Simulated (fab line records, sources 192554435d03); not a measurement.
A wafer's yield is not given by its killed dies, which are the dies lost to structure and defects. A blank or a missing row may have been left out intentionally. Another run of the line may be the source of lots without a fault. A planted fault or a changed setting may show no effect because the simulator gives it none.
Chamber matching + flow n5-finfet + N5_BEOL_M7_DEP_56 on pecvd-02: 3 sister chambers
The step deposits SiCN from 3MS/NH3, target thk 10 nm, time 17.5 s. 6 wafers are shown with their chamber, then 7 later ones without.

== WAFERS PAIRED WITH THEIR CHAMBERS ==
| wafer  | chamber | showerhead-plenum-p-Torr (Torr) | throttle-valve-pct (%) |
|--------|---------|---------------------------------|------------------------|
| L082.2 | 2       | 3.670                           | 9.1                    |
| L085.6 | 2       | 3.659                           | 9.2                    |
| L086.5 | 1       | 3.673                           | 9.1                    |
| L086.6 | 0       | 3.688                           | 9.1                    |
| L088.1 | 0       | 3.678                           | 9.1                    |
| L088.2 | 1       | 3.675                           | 9.1                    |

== WAFERS WHOSE CHAMBER IS MISSING ==
| wafer  | showerhead-plenum-p-Torr (Torr) | throttle-valve-pct (%) |
|--------|---------------------------------|------------------------|
| L088.4 | 3.685                           | 9.1                    |
| L090.1 | 3.672                           | 9.1                    |
| L090.4 | 3.687                           | 9.1                    |
| L090.6 | 3.680                           | 9.0                    |
| L096.1 | 3.672                           | 8.9                    |
| L096.2 | 3.689                           | 9.0                    |
| L096.4 | 3.686                           | 9.0                    |

== EACH ONE'S CHAMBER ==
| wafer  | from the rows above          | in truth |
|--------|------------------------------|----------|
| L088.4 | can't be placed: 0 or 1      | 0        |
| L090.1 | can't be placed: 1 or 2 or 0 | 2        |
| L090.4 | can't be placed: 0 or 1      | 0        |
| L090.6 | can't be placed: 0 or 1 or 2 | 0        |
| L096.1 | can't be placed: 1 or 0 or 2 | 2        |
| L096.2 | can't be placed: 0 or 1      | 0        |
| L096.4 | can't be placed: 0 or 1      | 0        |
0 of 7 placed correctly. Cannot be placed on the basis of these rows: 7; the candidates contain the true chamber in 7. Wrongly placed: 0.
How it was worked out, from the rows above alone: a wafer's distance from a chamber is the root of the sum, over the readings, of the square of ((its reading less the chamber's mean) divided by the reading's scatter). The wafer belongs to the nearest chamber; if the next one is less than 2 further off, it can't be placed. The mean given for a chamber averages the wafers shown for that chamber. The scatter: the root of (the sum of the squares of (reading less its chamber's mean) over the shown wafers, divided by (wafers less chambers)).
